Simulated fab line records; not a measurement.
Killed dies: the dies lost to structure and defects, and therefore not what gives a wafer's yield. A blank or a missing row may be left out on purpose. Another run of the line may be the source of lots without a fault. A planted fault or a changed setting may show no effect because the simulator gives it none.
fab line records	flow n5-finfet
record lots=7	wafers=21	last-day=18
route steps=1938 shown BEOL_M4@1111 BEOL_M7@1264 PASSIVATION@1936
lots that met no fault: from a run of the same line without faults
start-h: start of the lot's first displayed wafer, in hours after the record's first day	wait-h: time in hours since the lot's previous step	" as in the row above	L1.1+2: one row covering several wafers at once	- no value present, or no start provided	* or withheld: withheld	< > ~ a bound
route shown NAME@n: a module of which the file shows steps, and the number in the route of the first	usual: the fault-free wafers' mean and standard deviation	same: alike in all rows	chamber/n: place in a boat	sites: per-site readings	_std_site: the standard deviation of these	_edge_site: the outer-site mean with the inner-site mean subtracted	radius-mm: for every site, how far away it sits from the centre of the wafer	mask NAME#n: copy n	behind: the most recent tool/chamber to have shaped the wafer	hold: why the lot went on hold/how many hours it stayed there/how the hold came to an end	device: whichever transistor did not switch (one of n, p or np)	end of line: tests of these same wafers at the route's end	a step without rows: its recipe alone	killed: dies that structure and defects cost at the first sort, which is not the same as the wafer's yield	map: shows each die of a wafer: x if killed, . if not, _ if none is there
set.NAME: the setting as run; set.NAME@STEP: as run at that earlier step	model.NAME: the simulator's own value behind a step, which no gauge read
route steps across a sampled set of lots; one table per step, one row per wafer
services: from which hour (start-h, from the record's first day; less than 0 if before it) a tool's chamber was out of use, for how many hours, and why
## steps
# step N5_BEOL_M4_RC_MEAS_101
# usual DIBL_N=36.4/1.6	DIBL_P=35.9/2	IOFF_N=0.152/0.03	IOFF_P=0.20/0.032	ION_N=670/12	ION_P=459/7.3	SS_N=71.6/0.55	SS_P=73.2/0.69	VT_N=251/3.5	VT_P=-252/3.2
lot.wafer	tool	chamber	start-h	wait-h	DIBL_N[mV/V]	DIBL_P[mV/V]	IOFF_N[nA/um]	IOFF_P[nA/um]	ION_N[uA/um]	ION_P[uA/um]	SS_N[mV/dec]	SS_P[mV/dec]	VT_N[mV]	VT_P[mV]
L652.3	prober-01	0	197.53	0.3	37.2	37.4	0.177	0.22	688	468	72.4	73.6	247	-248
L652.5	"	0	"	"	35.7	35.0	0.148	0.19	679	459	71.9	72.8	251	-252
L652.6	"	0	"	"	34.9	35.2	0.142	0.18	678	460	71.8	72.6	251	-250
L659.2	prober-02	0	240.24	0.2	36.0	33.9	0.134	0.17	659	455	70.7	73.4	252	-251
L659.5	"	0	"	"	38.8	37.8	0.198	0.24	688	470	71.3	74.6	245	-250
L659.6	"	0	"	"	35.1	34.1	0.120	0.18	667	461	71.5	73.5	254	-252
L661.3	prober-01	0	241.84	0.3	37.7	38.5	0.175	0.23	684	468	73.0	74.5	250	-248
L661.4	"	0	"	"	36.0	35.9	0.139	0.19	661	456	71.8	73.3	253	-254
L661.6	"	0	"	"	35.7	35.7	0.132	0.18	671	463	71.7	73.7	255	-251
L667.4	prober-01	0	285.52	0.5	36.0	36.9	0.172	0.20	681	468	72.0	73.3	247	-250
L667.5	"	0	"	"	36.4	37.4	0.175	0.21	680	466	71.5	73.0	249	-248
L667.6	"	0	"	"	37.2	37.1	0.193	0.21	684	462	72.3	73.7	248	-247
L668.2	prober-02	0	306.21	0.2	35.5	34.6	0.143	0.17	661	452	71.1	73.7	252	-251
L668.5	"	0	"	"	33.3	32.0	0.106	0.14	646	449	71.1	71.9	258	-256
L668.6	"	0	"	"	32.5	31.6	0.095	0.14	644	448	70.4	72.4	255	-253
L671.2	prober-01	0	306.85	0.2	35.6	34.2	0.128	0.16	659	445	71.3	73.0	255	-257
L671.4	"	0	"	"	35.7	34.9	0.124	0.16	668	458	71.0	73.4	254	-258
L671.6	"	0	"	"	34.8	32.8	0.117	0.14	654	447	71.2	72.5	256	-261
L670.1	prober-02	0	311.21	0.0	35.3	35.4	0.135	0.19	671	458	71.7	73.6	255	-253
L670.2	"	0	"	"	36.3	35.6	0.160	0.20	667	452	72.3	73.2	253	-252
L670.4	"	0	"	"	34.5	35.5	0.127	0.20	664	464	71.1	73.2	254	-251
# step N5_BEOL_M7_CURE_74
# recipe temp-c=385	time-s=240	ambient=He/Ar	material=SiCOH_lowk
# usual lamp-power-pct=52.31/0.058	wafer_temp_C_max=386.8/0.43
# same time-s=240
lot.wafer	tool	chamber	start-h	wait-h	lamp-power-pct	wafer_temp_C_max
L652.3	uv-cure-03	1	218.67	0.2	52.34	385.8
L652.5	"	1	"	"	52.37	386.7
L652.6	"	1	"	"	52.30	386.4
L659.2	uv-cure-01	0	263.38	0.1	52.33	387.0
L659.5	"	0	"	"	52.40	386.6
L659.6	"	0	"	"	52.42	386.5
L661.3	uv-cure-01	2	265.20	0.6	52.28	385.8
L661.4	"	2	"	"	52.25	386.8
L661.6	"	2	"	"	52.28	386.2
L667.4	uv-cure-01	0	306.53	0.3	52.32	386.7
L667.5	"	0	"	"	52.25	386.9
L667.6	"	0	"	"	52.31	386.9
L668.2	uv-cure-01	0	326.04	0.1	52.31	387.4
L668.5	"	0	"	"	52.37	386.4
L668.6	"	0	"	"	52.23	386.1
L671.2	uv-cure-03	2	327.33	0.1	52.43	386.9
L671.4	"	2	"	"	52.36	387.0
L671.6	"	2	"	"	52.27	386.4
L670.1	uv-cure-02	0	333.73	0.0	52.40	386.5
L670.2	"	0	"	"	52.26	386.1
L670.4	"	0	"	"	52.37	386.2
# step N5_BEOL_M7_CD_MEAS_18
# recipe pitch-nm=80	target-cd-nm=40
# usual cd-nm=40.1/0.57
lot.wafer	tool	chamber	start-h	wait-h	cd-nm
L652.3	cd-sem-01	-	221.28	0.1	40.2
L652.5	"	-	"	"	40.4
L652.6	"	-	"	"	39.9
L659.2	cd-sem-01	-	267.26	0.1	40.1
L659.5	"	-	"	"	39.9
L659.6	"	-	"	"	39.7
L661.3	cd-sem-02	-	267.82	0.1	40.5
L661.4	"	-	"	"	38.9
L661.6	"	-	"	"	39.7
L667.4	cd-sem-03	-	309.01	0.1	40.9
L667.5	"	-	"	"	40.4
L667.6	"	-	"	"	39.1
L668.2	cd-sem-01	-	327.99	0.1	40.0
L668.5	"	-	"	"	39.7
L668.6	"	-	"	"	39.8
L671.2	cd-sem-02	-	329.22	0.1	39.7
L671.4	"	-	"	"	41.0
L671.6	"	-	"	"	40.4
L670.1	cd-sem-02	-	336.41	0.0	40.9
L670.2	"	-	"	"	41.2
L670.4	"	-	"	"	40.5
# step N5_BEOL_M7_DESCUM_33
# recipe chemistry=O2	time-s=7	source-power-w=50	bias-power-w=20	pressure-mtorr=20	rf-frequency-hz=2.712e+07	temp-c=40	resist=CAR-EUV	o2-flow-sccm=225
# usual bias-power-w=20.00/0.059	drypump-motor-current-A=5.7/0.39	oes-product-au=0.79/0.099	rf-vpp-V=243.3/1.4	showerhead-plenum-p-Torr=2.10/0.078	temp-c=39.99/0.12	throttle-valve-pct=20.39/0.22
# same time-s=7
lot.wafer	tool	chamber	start-h	wait-h	bias-power-w	drypump-motor-current-A	oes-product-au	rf-hours-counter-h	rf-vpp-V	showerhead-plenum-p-Torr	temp-c	throttle-valve-pct
L652.3	rie-diel-05	3	223.25	0.0	19.98	5.7	0.70	240	243.9	2.15	40.06	20.65
L652.5	"	3	"	"	19.90	5.8	0.70	-	242.9	2.15	39.94	20.65
L652.6	"	0	"	"	19.95	5.1	0.68	-	242.9	2.15	39.83	20.76
L661.3	rie-diel-06	1	270.05	0.1	19.97	6.0	0.85	83	240.6	2.03	39.82	19.99
L661.4	"	3	"	"	20.11	5.2	0.95	14	244.8	2.23	40.24	20.52
L661.6	"	0	"	"	20.06	5.1	0.69	-	241.9	1.98	39.94	20.49
L659.2	rie-diel-05	3	270.66	0.5	20.03	5.7	0.68	257	241.6	2.14	40.13	20.69
L659.5	"	2	"	"	19.97	5.6	0.75	-	240.9	1.99	40.01	20.25
L659.6	"	1	"	"	20.03	5.8	0.75	-	245.2	2.16	40.06	20.17
L667.4	rie-diel-06	0	310.25	0.0	20.03	5.2	0.67	-	241.4	1.97	40.21	20.53
L667.5	"	3	"	"	19.93	5.3	0.92	-	246.4	2.23	39.84	20.54
L667.6	"	1	"	"	20.07	6.0	0.82	-	240.8	2.02	39.88	20.03
L668.2	rie-diel-06	2	329.70	0.2	20.02	5.9	0.99	2	243.0	2.05	39.83	20.13
L668.5	"	2	"	"	20.01	5.9	1.00	-	242.5	2.05	39.75	20.14
L668.6	"	3	"	"	20.07	5.3	0.91	-	245.1	2.23	40.00	20.55
L671.2	rie-diel-06	2	330.35	0.7	19.95	5.9	0.98	3	243.1	2.05	40.01	20.12
L671.4	"	0	"	"	19.88	5.1	0.66	224	240.8	1.97	39.97	20.54
L671.6	"	2	"	"	19.97	5.9	0.97	-	243.2	2.05	40.18	20.13
L670.1	rie-diel-06	3	337.85	0.0	20.06	5.2	0.91	35	244.8	2.22	40.15	20.55
L670.2	"	0	"	"	19.94	5.1	0.67	226	241.3	1.97	39.92	20.54
L670.4	"	1	"	"	20.02	6.0	0.81	105	242.5	2.02	39.89	20.05
# step N5_BEOL_M7_ETCH_65
# recipe chemistry=CF4	target=SiARC	target-depth-a=156	mask-material=CAR-EUV	time-s=26	ion-energy-ev=80	pressure-mtorr=40	source-w=545	bias-w=36	Ar_flow_sccm=100	cf4-flow-sccm=100	ends=cleared
# usual bias-w=35.99/0.1	cf4-flow-sccm=100.0/0.33	drypump-motor-current-A=5.7/0.39	etch-rf-on-time-s=25.6/0.46	oes-product-au=0.68/0.083	rf-vpp-V=184.3/1.1	showerhead-plenum-p-Torr=2.16/0.07	throttle-valve-pct=15.62/0.21
lot.wafer	tool	chamber	start-h	wait-h	bias-w	cf4-flow-sccm	drypump-motor-current-A	etch-rf-on-time-s	oes-product-au	rf-hours-counter-h	rf-vpp-V	showerhead-plenum-p-Torr	throttle-valve-pct
L652.3	rie-diel-05	3	223.30	0.0	35.87	100.2	5.7	25.2	0.61	240	185.8	2.20	15.83
L652.5	"	3	"	"	36.10	99.9	5.7	25.3	0.61	-	185.8	2.20	15.82
L652.6	"	0	"	"	35.90	100.0	5.1	25.7	0.58	-	185.0	2.20	15.97
L661.3	rie-diel-06	1	270.10	0.0	-	-	-	-	-	-	-	-	-
L661.4	"	3	"	"	-	-	-	-	-	-	-	-	-
L661.6	"	0	"	"	-	-	-	-	-	-	-	-	-
L659.2	rie-diel-05	3	270.71	0.0	-	-	-	-	-	-	-	-	-
L659.5	"	2	"	"	-	-	-	-	-	-	-	-	-
L659.6	"	1	"	"	-	-	-	-	-	-	-	-	-
L667.4	rie-diel-06	0	310.30	0.0	36.16	99.8	5.2	26.6	0.58	-	183.0	2.03	15.86
L667.5	"	3	"	"	35.83	99.6	5.3	25.6	0.79	-	184.6	2.28	15.73
L667.6	"	1	"	"	36.17	100.2	6.0	25.2	0.72	-	184.7	2.08	15.31
L668.2	rie-diel-06	2	329.76	0.0	35.88	99.8	5.9	25.2	0.84	2	185.7	2.11	15.37
L668.5	"	2	"	"	35.80	99.4	5.9	25.2	0.85	-	184.0	2.11	15.36
L668.6	"	3	"	"	35.84	100.4	5.3	25.7	0.78	-	185.9	2.28	15.71
L671.2	rie-diel-06	2	330.40	0.0	35.97	100.2	5.9	24.9	0.84	3	183.8	2.11	15.36
L671.4	"	0	"	"	35.97	100.3	5.2	26.5	0.58	224	182.7	2.03	15.86
L671.6	"	2	"	"	35.85	99.7	5.9	24.9	0.83	-	182.4	2.11	15.35
L670.1	rie-diel-06	3	337.90	0.0	36.07	99.2	5.2	25.7	0.78	35	185.6	2.27	15.72
L670.2	"	0	"	"	36.01	100.2	5.2	26.5	0.58	226	183.6	2.03	15.85
L670.4	"	1	"	"	36.02	99.9	6.0	25.5	0.70	105	184.1	2.08	15.33
# step N5_BEOL_M7_ETCH_66
# recipe chemistry=N2/H2	target=SOC	target-depth-a=800	overetch-a=160	mask-material=SiARC	temp-c=40	time-s=120	ion-energy-ev=200	pressure-mtorr=30	source-w=840	bias-w=150	n2-flow-sccm=200	h2-flow-sccm=200
# usual bias-w=150.1/0.45	chamber-pressure-mTorr=29.999/0.027	drypump-motor-current-A=5.7/0.39	oes-product-au=0.61/0.071	rf-vpp-V=524.4/2.7	showerhead-plenum-p-Torr=2.55/0.096	temp-c=39.99/0.11	throttle-valve-pct=17.78/0.25
# same time-s=120
lot.wafer	tool	chamber	start-h	wait-h	bias-w	chamber-pressure-mTorr	drypump-motor-current-A	oes-product-au	rf-hours-counter-h	rf-vpp-V	showerhead-plenum-p-Torr	temp-c	throttle-valve-pct
L652.3	rie-diel-05	3	223.33	0.0	150.2	30.058	5.7	0.54	240	526.2	2.59	40.00	17.88
L652.5	"	3	"	"	150.0	30.002	5.7	0.53	-	526.0	2.59	40.15	17.88
L652.6	"	0	"	"	150.7	30.024	5.1	0.52	-	526.2	2.62	39.75	18.17
L661.3	rie-diel-06	1	270.13	0.0	149.8	30.002	6.0	0.31	83	521.3	2.44	40.13	17.20
L661.4	"	3	"	"	149.9	30.001	5.2	0.35	14	528.7	2.71	39.79	17.78
L661.6	"	0	"	"	150.2	29.973	5.2	0.26	-	519.6	2.41	39.91	17.91
L659.2	rie-diel-05	3	270.74	0.0	150.1	29.988	5.8	0.26	257	525.3	2.58	39.92	17.86
L659.5	"	2	"	"	150.1	29.980	5.6	0.28	-	520.8	2.42	40.02	17.57
L659.6	"	1	"	"	150.1	29.989	5.8	0.28	-	525.3	2.64	39.83	17.68
L667.4	rie-diel-06	0	310.35	0.0	149.5	29.936	5.1	0.53	-	523.0	2.41	40.04	18.00
L667.5	"	3	"	"	150.7	30.018	5.2	0.70	-	528.6	2.71	40.33	17.86
L667.6	"	1	"	"	149.8	29.998	6.1	0.63	-	522.4	2.44	40.07	17.27
L668.2	rie-diel-06	2	329.78	0.0	150.0	29.996	5.9	0.74	2	521.9	2.50	40.06	17.52
L668.5	"	2	"	"	150.2	30.017	5.9	0.74	-	523.5	2.50	40.02	17.52
L668.6	"	3	"	"	149.9	30.015	5.3	0.69	-	530.5	2.70	39.97	17.88
L671.2	rie-diel-06	2	330.43	0.0	150.1	30.035	5.9	0.74	3	522.5	2.50	39.88	17.51
L671.4	"	0	"	"	149.6	29.969	5.1	0.53	224	521.1	2.40	40.14	18.01
L671.6	"	2	"	"	150.2	30.016	5.9	0.75	-	522.7	2.50	40.13	17.52
L670.1	rie-diel-06	3	337.93	0.0	149.7	30.000	5.2	0.70	36	528.3	2.70	39.84	17.88
L670.2	"	0	"	"	149.8	30.021	5.2	0.52	226	519.3	2.40	39.98	18.00
L670.4	"	1	"	"	150.1	29.983	6.0	0.62	105	521.3	2.44	40.00	17.27
# step N5_BEOL_M7_VIA_ETCH_34
# recipe chemistry=C4F6/O2	target=SiCOH_lowk	target-depth-a=1255	mask-material=SOC	taper-deg=4	time-s=50.5	ion-energy-ev=250	pressure-mtorr=30	source-w=345	bias-w=185	Ar_flow_sccm=300	C4F6_flow_sccm=10	O2_flow_sccm=10
# usual C4F6_flow_sccm=10.00/0.032	O2_flow_sccm=10.01/0.031	drypump-motor-current-A=5.7/0.39	oes_ar_750_au=0.80/0.092	oes-product-au=0.80/0.098	rf-vpp-V=658/13	showerhead-plenum-p-Torr=2.86/0.1	throttle-valve-pct=20.88/0.19
# same time-s=50.5
lot.wafer	tool	chamber	start-h	wait-h	C4F6_flow_sccm	O2_flow_sccm	drypump-motor-current-A	oes_ar_750_au	oes-product-au	rf-hours-counter-h	rf-vpp-V	showerhead-plenum-p-Torr	throttle-valve-pct
L652.3	rie-diel-05	3	223.43	0.0	10.06	10.00	5.7	0.72	0.70	240	652	2.93	21.11
L652.5	"	3	"	"	10.02	10.00	5.7	0.72	0.70	-	651	2.93	21.13
L652.6	"	0	"	"	10.06	10.00	5.1	0.68	0.67	-	679	2.92	21.21
L661.3	rie-diel-06	1	270.23	0.0	10.03	10.03	6.1	0.86	0.32	83	661	2.75	20.28
L661.4	"	3	"	"	10.01	10.02	5.2	0.95	0.36	14	686	3.03	20.86
L661.6	"	0	"	"	9.94	9.98	5.2	0.71	0.27	-	646	2.68	20.73
L659.2	rie-diel-05	3	270.84	0.0	10.07	10.03	5.7	0.70	0.26	257	651	2.92	20.97
L659.5	"	2	"	"	10.01	10.02	5.6	0.76	0.29	-	658	2.73	20.66
L659.6	"	1	"	"	9.99	10.05	5.8	0.76	0.28	-	656	2.96	20.61
L667.4	rie-diel-06	0	310.44	0.0	10.11	10.04	5.1	0.70	0.68	-	647	2.67	20.91
L667.5	"	3	"	"	9.96	9.92	5.3	0.92	0.93	-	685	3.02	21.04
L667.6	"	1	"	"	10.03	9.99	6.0	0.84	0.82	-	662	2.75	20.45
L668.2	rie-diel-06	2	329.88	0.0	10.02	10.06	5.9	0.98	0.99	3	663	2.83	20.82
L668.5	"	2	"	"	9.98	10.07	5.9	0.98	0.99	-	664	2.83	20.80
L668.6	"	3	"	"	10.03	9.99	5.3	0.90	0.92	-	686	3.02	21.05
L671.2	rie-diel-06	2	330.53	0.0	10.00	9.95	5.9	0.97	0.98	3	665	2.83	20.81
L671.4	"	0	"	"	9.99	9.96	5.1	0.69	0.68	224	646	2.67	20.92
L671.6	"	2	"	"	10.02	9.96	5.9	0.97	0.97	-	663	2.83	20.83
L670.1	rie-diel-06	3	338.03	0.0	9.99	9.99	5.3	0.90	0.92	36	686	3.02	21.06
L670.2	"	0	"	"	9.99	10.01	5.2	0.70	0.67	226	647	2.67	20.92
L670.4	"	1	"	"	10.00	9.99	6.0	0.82	0.81	105	661	2.74	20.47
# step N5_PASSIVATION_PROBE_49
# usual defect-limited-yield=91.7/1.2	killed_at_M0_to_M3=33/9.5	killed_at_M4_up=13/4.9	killed-at-contacts=13/6.6	killed-at-front-end=36/11	killed-at-other=3.0/2.6	killed-dies=97/14	killed-on-rim=13/3.8	killed-open=65/11	killed-short=31/6.6	sort_bin_5_function=4.8/0.82	sort_bin_6_memory=3.1/0.58	sort_bin_8_speed=0.00/0.02	sort-n-pass=1083/14	sort-yield-pct=91.7/1.2
# same gross-dies=1180	killed-at-back-side=0	sort_bin_4_leakage[%]=0
lot.wafer	tool	chamber	start-h	wait-h	defect-limited-yield[%]	killed_at_M0_to_M3	killed_at_M4_up	killed-at-contacts	killed-at-front-end	killed-at-other	killed-dies	killed-on-rim	killed-open	killed-short	sort_bin_5_function[%]	sort_bin_6_memory[%]	sort_bin_8_speed[%]	sort-n-pass	sort-yield-pct[%]
L661.3	prober-02	-	345.21	0.1	0	42	1042	8	80	8	1180	152	101	49	94.7	5.0	0	0	0
L661.4	prober-02	-	345.26	0.2	0	28	1092	12	45	3	1180	152	60	38	96.5	3.2	0	0	0
L661.6	prober-02	-	345.36	0.3	0	39	1095	12	33	1	1180	152	75	27	96.5	3.2	0	0	0
L659.2	prober-01	-	351.81	0.1	0	32	1107	7	30	4	1180	152	48	31	97.0	2.6	0	0	0
L659.5	prober-01	-	351.96	0.2	0	34	1075	12	55	4	1180	152	77	40	95.3	4.2	0	0	0
L659.6	prober-01	-	352.01	0.3	0	26	1119	8	18	9	1180	152	47	21	97.4	2.4	0	0	0
# killed by level:class
L661.3 BEOL_M7:area-etch=1030 STI_FIN_REVEAL:geometric-particle:open=32 FIN_SAQP:geometric-particle:short=14 BEOL_M0_SAQP:geometric-particle:short=9 BEOL_M1:geometric-particle:open=8 BEOL_M0_SAQP:geometric-particle:open=8 DUMMY_GATE:geometric-particle:open=8 MOL_CONTACT_COAG:geometric-particle:open=6
L661.4 BEOL_M7:area-etch=1080 STI_FIN_REVEAL:geometric-particle:open=11 STI_FIN_REVEAL:geometric-particle:short=10 MOL_CONTACT_COAG:geometric-particle:open=10 FIN_SAQP:geometric-particle:short=9 BEOL_M1:geometric-particle:open=6 BEOL_M2:geometric-particle:open=5 DUMMY_GATE:geometric-particle:open=5
L661.6 BEOL_M7:area-etch=1076 MOL_CONTACT_COAG:geometric-particle:open=10 STI_FIN_REVEAL:geometric-particle:open=9 BEOL_M3:geometric-particle:open=8 BEOL_M4:geometric-particle:open=8 FIN_SAQP:geometric-particle:open=7 BEOL_M0_SAQP:geometric-particle:short=7 BEOL_M0_SAQP:geometric-particle:open=6
L659.2 BEOL_M7:area-etch=1099 BEOL_M0_SAQP:geometric-particle:open=8 FIN_SAQP:geometric-particle:short=7 MOL_CONTACT_COAG:geometric-particle:open=6 BEOL_M0_SAQP:geometric-particle:short=6 BEOL_M3:geometric-particle:open=5 STI_FIN_REVEAL:geometric-particle:open=4 STARTING-WAFER:geometric-particle:open=4
L659.5 BEOL_M7:area-etch=1060 FIN_SAQP:geometric-particle:open=15 FIN_SAQP:geometric-particle:short=13 MOL_CONTACT_COAG:geometric-particle:open=9 BEOL_M0_SAQP:geometric-particle:open=8 BEOL_M1:geometric-particle:open=7 STI_FIN_REVEAL:geometric-particle:open=7 DUMMY_GATE:geometric-particle:open=5
L659.6 BEOL_M7:area-etch=1111 MOL_CONTACT_COAG:geometric-particle:open=8 BEOL_M0_SAQP:geometric-particle:short=5 BEOL_M0:geometric-particle:open=5 DUMMY_GATE:geometric-particle:open=4 BEOL_M0_SAQP:geometric-particle:open=4 BEOL_M1:geometric-particle:open=4 BEOL_M3:geometric-particle:open=4
## services
tool	chamber	start-h	hours	kind
uv-cure-03	-	219.51	2.8	pm
rie-diel-06	3	224.10	7.6	repair
uv-cure-03	-	225.37	2.1	pm
rie-diel-06	-	243.11	0.3	repair
rie-diel-05	0	245.49	-	clean
rie-diel-05	0	245.49	-	consumable-replace:focus-ring
rie-diel-05	0	245.49	29.2	scheduled-down
rie-diel-05	0	245.49	29.2	vent-cycle
uv-cure-03	-	253.21	24.2	repair
uv-cure-02	-	257.90	22.2	pm
rie-diel-05	3	275.11	-	clean
rie-diel-05	3	275.11	-	consumable-replace:focus-ring
rie-diel-05	3	275.11	23.4	scheduled-down
rie-diel-05	3	275.11	23.4	vent-cycle
rie-diel-06	2	292.53	-	clean
rie-diel-06	2	292.53	-	consumable-replace:esc
rie-diel-06	2	292.53	-	consumable-replace:focus-ring
rie-diel-06	2	292.53	28.4	scheduled-down
rie-diel-06	2	292.53	28.4	vent-cycle
uv-cure-01	-	294.40	1.0	pm
rie-diel-05	-	302.74	0.3	repair
uv-cure-03	-	316.59	1.0	pm
uv-cure-02	-	329.30	1.0	pm
## key
first-sign step=N5_BEOL_M7_ETCH_65	reading=tool-record	direction=missing
effect step=N5_BEOL_M7_ETCH_66	reading=oes-product-au	direction=down	sigmas=4.4	usual=0.61	struck=0.29
effect step=N5_BEOL_M7_VIA_ETCH_34	reading=oes-product-au	direction=down	sigmas=5.1	usual=0.80	struck=0.30
effect step=N5_PASSIVATION_PROBE_49	reading=killed_at_M4_up	direction=up	sigmas=99+	usual=13	struck=1088
more-kills-born-at N5_BEOL_M7_ETCH_65@rie-diel-05=3270	N5_BEOL_M7_ETCH_65@rie-diel-06=3186
met-at N5_BEOL_M7_ETCH_65
struck-lots L659,L661
later-rows-left-out L659.2,L659.5,L659.6,L661.3,L661.4,L661.6
not-acting-at N5_BEOL_M7_CURE_74,N5_BEOL_M7_CD_MEAS_18,N5_BEOL_M7_DESCUM_33
onset-between 223.30 270.10
fault kind=skipped-step-whole	tool=rie-diel-05,rie-diel-06	chamber=-	onset-h=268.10	steps=N5_BEOL_M7_ETCH_65	scope=struck-lots-only
# later-rows-left-out: the simulator's readings of these wafers behind a module that went badly wrong aren't trusted and aren't shown, but for the sort
